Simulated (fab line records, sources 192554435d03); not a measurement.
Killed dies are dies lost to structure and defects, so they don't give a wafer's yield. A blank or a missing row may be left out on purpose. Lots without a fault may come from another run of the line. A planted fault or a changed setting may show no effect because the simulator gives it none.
Split-lot experiment | flow n5_finfet | 7 lots, 21 wafers read, on a route of 1938 steps

THE SPLIT
At N5_BEOL_M10_TRENCH_ETCH_37 (etches SiCOH lowk in C4F6/O2, target depth 148.83 nm, time 48 s), the setting time_s was moved away from the recipe's 48 s on 8 of the 21 wafers read, by -21.9% to +7.2%. The other wafers ran this setting at the recipe's value.

FROM THE SPLIT TO THE READING: what the file shows between them, 11 steps
- N5_BEOL_M10_ETCH_41: etches SiCN in CH3F/O2, target depth 42.6 nm, time 86 s
- N5_BEOL_M10_STRIP_77: strips in N2/H2, time 10 s
- N5_BEOL_M10_OCD_MEAS_38
- N5_BEOL_M10_HM_STRIP_39: strips TiN in peroxide tin strip, target depth 25 nm, time 158 s
- N5_BEOL_M10_SRD_40: time 30 s
- N5_BEOL_M10_ECD_50: material Cu, target thk 318 nm
- N5_BEOL_M10_ANNEAL_51: time 90 s
- N5_BEOL_M10_CMP_52: polishes, stops on SiCOH lowk, t overpolish 7 s, target thk 140 nm
- N5_BEOL_M10_THK_MEAS_53: measures by xrf
- N5_BEOL_M10_PRE_CLEAN_55: time 15 s
- N5_BEOL_M10_DEP_56: deposits SiCN from 3MS/NH3, target thk 15 nm, time 26.5 s

THE READING
M10_RS, in ohm/sq, at N5_BEOL_M10_RS_MEAS_57 (measures by four-point-probe). Fault-free wafers of this fab line usually give 0.151 ohm/sq, standard deviation 0.0049 ohm/sq.

wafer  | tool, chamber at the split | time_s as run, s | against the recipe | M10_RS, ohm/sq | against lot-mates on the recipe
L075.1 | rie_diel-04, 2             | 48               | recipe             | 0.157          | -
L075.4 | rie_diel-04, 2             | 39.44            | -17.8%             | 0.195          | +0.038
L075.6 | rie_diel-04, 1             | 39.44            | -17.8%             | 0.200          | +0.043
L076.1 | rie_diel-04, 3             | 48               | recipe             | 0.147          | -
L076.2 | rie_diel-04, 0             | 40.28            | -16.1%             | 0.183          | +0.034
L076.5 | rie_diel-04, 1             | 48               | recipe             | 0.152          | -
L084.1 | rie_diel-04, 0             | 48               | recipe             | 0.157          | -
L084.5 | rie_diel-04, 0             | 51.47            | +7.2%              | 0.145          | -0.012
L084.6 | rie_diel-04, 1             | 48               | recipe             | 0.157          | -
L089.3 | rie_diel-04, 1             | 48               | recipe             | 0.161          | -
L089.5 | rie_diel-04, 3             | 48               | recipe             | 0.153          | -
L089.6 | rie_diel-04, 0             | 48               | recipe             | 0.154          | -
L094.1 | rie_diel-05, 3             | 48               | recipe             | 0.149          | -
L094.4 | rie_diel-05, 0             | 37.49            | -21.9%             | 0.205          | +0.056
L094.6 | rie_diel-05, 1             | 37.49            | -21.9%             | 0.204          | +0.055
L095.4 | rie_diel-05, 1             | 48               | recipe             | 0.153          | -
L095.5 | rie_diel-05, 0             | 48               | recipe             | 0.153          | -
L095.6 | rie_diel-05, 1             | 48               | recipe             | 0.151          | -
L097.4 | rie_diel-05, 1             | 48               | recipe             | 0.150          | -
L097.5 | rie_diel-05, 2             | 42.57            | -11.3%             | 0.179          | +0.029
L097.6 | rie_diel-05, 3             | 42.57            | -11.3%             | 0.176          | +0.026

THE FIT
A straight line over all 21 wafers: M10_RS changes by -0.00223 ohm/sq for each +1% of time_s; r = -0.98; the points scatter about the line by 0.0042 ohm/sq.
The same after taking each lot's own level away (the mean of its wafers on the recipe; 21 wafers): -0.00235 ohm/sq for each +1%; r = -0.99; scatter 0.0028 ohm/sq.
On that fit, the largest move of time_s shifts the reading by 0.051 ohm/sq.
The lots' own levels span 0.1490 to 0.1570 ohm/sq, that is 1.6 times the standard deviation above.
So the lot-to-lot level changes the slope little: the two slopes agree.
Check: with one of the wafers moved furthest among these (-21.9%) left out of the fit, the line predicts +0.0506 ohm/sq for it against its lot-mates. It came out at +0.056 ohm/sq against them.

THE WHOLE CHAIN: every reading that the file lists as answering this split, in the file's order
step                       | what it does                                                       | reading                                                                       | change (the file's fit)              | r (the file's)
N5_BEOL_M10_TRENCH_ETCH_37 | etches SiCOH lowk in C4F6/O2, target depth 148.83 nm, time 48 s    | BEOL_M10.feature_depth_nm (the simulator's own value, which no gauge read)    | +1.5 nm for each +1% of the setting  | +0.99
N5_BEOL_M10_TRENCH_ETCH_37 | etches SiCOH lowk in C4F6/O2, target depth 148.83 nm, time 48 s    | etch.depth_nm (the simulator's own value, which no gauge read)                | +1.5 nm for each +1% of the setting  | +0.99
N5_BEOL_M10_OCD_MEAS_38    |                                                                    | trench_depth_nm                                                               | +1.49 nm for each +1% of the setting | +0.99
N5_BEOL_M10_CMP_52         | polishes, stops on SiCOH lowk, t overpolish 7 s, target thk 140 nm | Cu_of_BEOL_M10_ECD_50.thk_nm (the simulator's own value, which no gauge read) | +1.53 nm for each +1% of the setting | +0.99
N5_BEOL_M10_THK_MEAS_53    | measures by xrf                                                    | M10_THK                                                                       | +1.54 for each +1% of the setting    | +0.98
N5_BEOL_M10_RS_MEAS_57     | measures by four-point-probe                                       | M10_RS                                                                        | -0.00234 for each +1% of the setting | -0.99

THE FILE'S OWN FIT
M10_RS changes by -0.00234 ohm/sq for each +1% of time_s, r = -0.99.
